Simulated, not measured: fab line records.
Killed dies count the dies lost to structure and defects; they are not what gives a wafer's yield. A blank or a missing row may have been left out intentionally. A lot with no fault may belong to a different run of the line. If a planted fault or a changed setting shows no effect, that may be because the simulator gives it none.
Which of the tools did it? | flow nand harc | 24 lots, 72 wafers sampled, at 3 steps of a route of 1302

## WHAT THE GAUGES READ, wafer by wafer
NHARC_A_M1_INSPECT_11.
lot  | measured     | on                | raw defect count
L074 | day 23 07:50 | defect inspect-01 | 128 112 103
L075 | day 23 21:41 | defect inspect-01 | 46 47 51
L076 | day 24 04:14 | defect inspect-02 | 52 55 47
L078 | day 24 09:49 | defect inspect-02 | 56 57 57
L077 | day 24 10:29 | defect inspect-02 | 129 117 141
L079 | day 24 15:56 | defect inspect-01 | 60 90 66
L080 | day 25 08:41 | defect inspect-02 | 64 64 75
L081 | day 25 11:42 | defect inspect-02 | 61 83 77
L082 | day 26 09:00 | defect inspect-02 | 73 105 96
L083 | day 27 07:36 | defect inspect-02 | 85 86 100
L084 | day 27 13:19 | defect inspect-02 | 64 72 65
L085 | day 27 15:41 | defect inspect-01 | 130 153 131
L086 | day 28 13:38 | defect inspect-02 | 90 89 104
L087 | day 28 16:47 | defect inspect-02 | 80 96 117
L088 | day 28 22:27 | defect inspect-02 | 73 83 59
L089 | day 29 04:41 | defect inspect-02 | 108 119 96
L090 | day 29 06:47 | defect inspect-01 | 82 95 106
L091 | day 29 23:12 | defect inspect-01 | 129 116 110
L092 | day 30 00:35 | defect inspect-01 | 103 95 110
L093 | day 30 14:36 | defect inspect-01 | 64 61 55
L095 | day 31 05:34 | defect inspect-02 | 114 116 150
L096 | day 31 07:12 | defect inspect-02 | 53 46 59
L094 | day 31 19:34 | defect inspect-01 | 25 30 33
L097 | day 32 08:08 | defect inspect-01 | 85 97 87

## WHAT TOOL EACH LOT RAN ON (gives the tool, then ch and the chambers of the sampled wafers, and finally the start)
lot  | NHARC_A_M0_ETCH_15                            | NHARC_A_M0_PVD_20
L074 | rie diel-02 ch 1,3, day 23 07:50 or earlier   | pvd sputter-02, day 23 07:50 or earlier
L075 | rie diel-05 ch 0,1, day 23 21:41 or earlier   | pvd sputter-03, day 23 21:41 or earlier
L076 | rie diel-10 ch 1,2,3, day 24 04:14 or earlier | pvd sputter-03, day 24 04:14 or earlier
L078 | rie diel-10 ch 0,3, day 24 09:49 or earlier   | pvd sputter-03, day 24 09:49 or earlier
L077 | rie diel-05 ch 1,3, day 24 10:29 or earlier   | pvd sputter-01, day 24 10:29 or earlier
L079 | rie diel-10 ch 1,2, day 24 15:56 or earlier   | pvd sputter-02, day 24 15:56 or earlier
L080 | rie diel-05 ch 1,2,3, day 25 08:41 or earlier | pvd sputter-02, day 25 08:41 or earlier
L081 | rie diel-10 ch 1,2,3, day 25 11:42 or earlier | pvd sputter-03, day 25 11:42 or earlier
L082 | rie diel-02 ch 0,1, day 26 09:00 or earlier   | pvd sputter-01, day 26 09:00 or earlier
L083 | rie diel-10 ch 0,1,2, day 27 07:36 or earlier | pvd sputter-02, day 27 07:36 or earlier
L084 | rie diel-05 ch 0,1,3, day 27 13:19 or earlier | pvd sputter-01, day 27 13:19 or earlier
L085 | rie diel-02 ch 0,1,3, day 27 15:41 or earlier | pvd sputter-02, day 27 15:41 or earlier
L086 | rie diel-10 ch 0,2,3, day 28 13:38 or earlier | pvd sputter-03, day 28 13:38 or earlier
L087 | rie diel-02 ch 0,2,3, day 28 16:47 or earlier | pvd sputter-02, day 28 16:47 or earlier
L088 | rie diel-10 ch 2,3, day 28 22:27 or earlier   | pvd sputter-01, day 28 22:27 or earlier
L089 | rie diel-02 ch 1,2, day 29 04:41 or earlier   | pvd sputter-01, day 29 04:41 or earlier
L090 | rie diel-02 ch 0,2,3, day 29 06:47 or earlier | pvd sputter-02, day 29 06:47 or earlier
L091 | rie diel-10 ch 1,2,3, day 29 23:12 or earlier | pvd sputter-03, day 29 23:12 or earlier
L092 | rie diel-10 ch 0,1, day 30 00:35 or earlier   | pvd sputter-03, day 30 00:35 or earlier
L093 | rie diel-10 ch 2,3, day 30 14:36 or earlier   | pvd sputter-01, day 30 14:36 or earlier
L095 | rie diel-02 ch 1,2,3, day 31 05:34 or earlier | pvd sputter-01, day 31 05:34 or earlier
L096 | rie diel-02 ch 0,2,3, day 31 07:12 or earlier | pvd sputter-02, day 31 07:12 or earlier
L094 | rie diel-10 ch 0,2,3, day 31 19:34 or earlier | pvd sputter-02, day 31 19:34 or earlier
L097 | rie diel-10 ch 0,1,2, day 32 03:53            | pvd sputter-03, day 32 08:08 or earlier
- NHARC_A_M0_ETCH_15: etches the open film in C4F8/Ar, target depth 150 nm, overetch 15 nm, time 82.5 s.
- NHARC_A_M0_PVD_20: deposits TaN, target thk 5 nm, time 8.06 s.

## AS READ BY THE TOOLS THEMSELVES (means over the sampled wafers that have a number; for cases with no such wafer, the mark the record gives instead)
NHARC_A_M0_ETCH_15.
lot  | tool        | chamber pressure mTorr (mTorr) | oes product au (a.u.) | rf vpp V (V)
L074 | rie diel-02 | 25.006                         | 0.958                 | 438.7
L075 | rie diel-05 | 25.014                         | 0.992                 | 442.7
L076 | rie diel-10 | 25.003                         | 0.925                 | 440.5
L078 | rie diel-10 | 25.000                         | 0.988                 | 442.0
L077 | rie diel-05 | 25.012                         | 0.983                 | 443.1
L079 | rie diel-10 | 24.995                         | 0.924                 | 440.5
L080 | rie diel-05 | 25.002                         | 0.964                 | 444.5
L081 | rie diel-10 | 25.006                         | 0.914                 | 441.3
L082 | rie diel-02 | 24.982                         | 0.935                 | 437.9
L083 | rie diel-10 | 25.013                         | 0.959                 | 441.8
L084 | rie diel-05 | 24.983                         | 0.969                 | 443.0
L085 | rie diel-02 | 25.012                         | 0.954                 | 439.1
L086 | rie diel-10 | 25.006                         | 0.955                 | 442.7
L087 | rie diel-02 | 25.013                         | 0.927                 | 440.9
L088 | rie diel-10 | 25.012                         | 0.979                 | 442.0
L089 | rie diel-02 | 24.985                         | 0.976                 | 441.8
L090 | rie diel-02 | 25.007                         | 0.921                 | 440.5
L091 | rie diel-10 | 24.985                         | 0.922                 | 441.1
L092 | rie diel-10 | 24.997                         | 0.972                 | 441.2
L093 | rie diel-10 | 25.024                         | 0.955                 | 442.0
L095 | rie diel-02 | 25.001                         | 0.939                 | 440.0
L096 | rie diel-02 | 24.989                         | 0.934                 | 441.1
L094 | rie diel-10 | 25.006                         | 0.925                 | 441.9
L097 | rie diel-10 | 25.009                         | 0.998                 | 443.1

NHARC_A_M0_PVD_20.
lot  | tool           | throttle valve pct (%)
L074 | pvd sputter-02 | 28.7
L075 | pvd sputter-03 | 30.3
L076 | pvd sputter-03 | 29.6
L078 | pvd sputter-03 | 29.6
L077 | pvd sputter-01 | 30.5
L079 | pvd sputter-02 | 29.7
L080 | pvd sputter-02 | 29.6
L081 | pvd sputter-03 | 29.9
L082 | pvd sputter-01 | 29.5
L083 | pvd sputter-02 | 29.8
L084 | pvd sputter-01 | 30.2
L085 | pvd sputter-02 | 29.4
L086 | pvd sputter-03 | 29.7
L087 | pvd sputter-02 | 29.3
L088 | pvd sputter-01 | 29.6
L089 | pvd sputter-01 | 29.0
L090 | pvd sputter-02 | 29.7
L091 | pvd sputter-03 | 30.1
L092 | pvd sputter-03 | 30.0
L093 | pvd sputter-01 | 30.3
L095 | pvd sputter-01 | 30.8
L096 | pvd sputter-02 | 29.6
L094 | pvd sputter-02 | 29.1
L097 | pvd sputter-03 | 30.3

## THE ANSWER, worked out from the rows above alone
Rule: what is usual is taken from the lots themselves. Put in order of their means at a reading, lots are off if they are a third of the lots or fewer, leave a main group of 4 or more, and stand apart from it by a gap of 3 or more times the standard deviation of the main group's means; of several such gaps the widest counts. Not used: any main group whose means are identical at the precision the tables above print for the reading. Also off: a lot with no number at a reading for which 4 or more lots have one. All remaining lots with rows at the step are treated as sound. The gauges are gone through in route order, then the tools' own readings, and for those a lot's mean is taken as printed above. At the first step where some lot is off, the reading lying furthest off is the one used; lots without a number count as furthest.
None of the lots is off at any reading shown; this tells nothing.

## WHAT WAS PUT IN BY THE SIMULATOR
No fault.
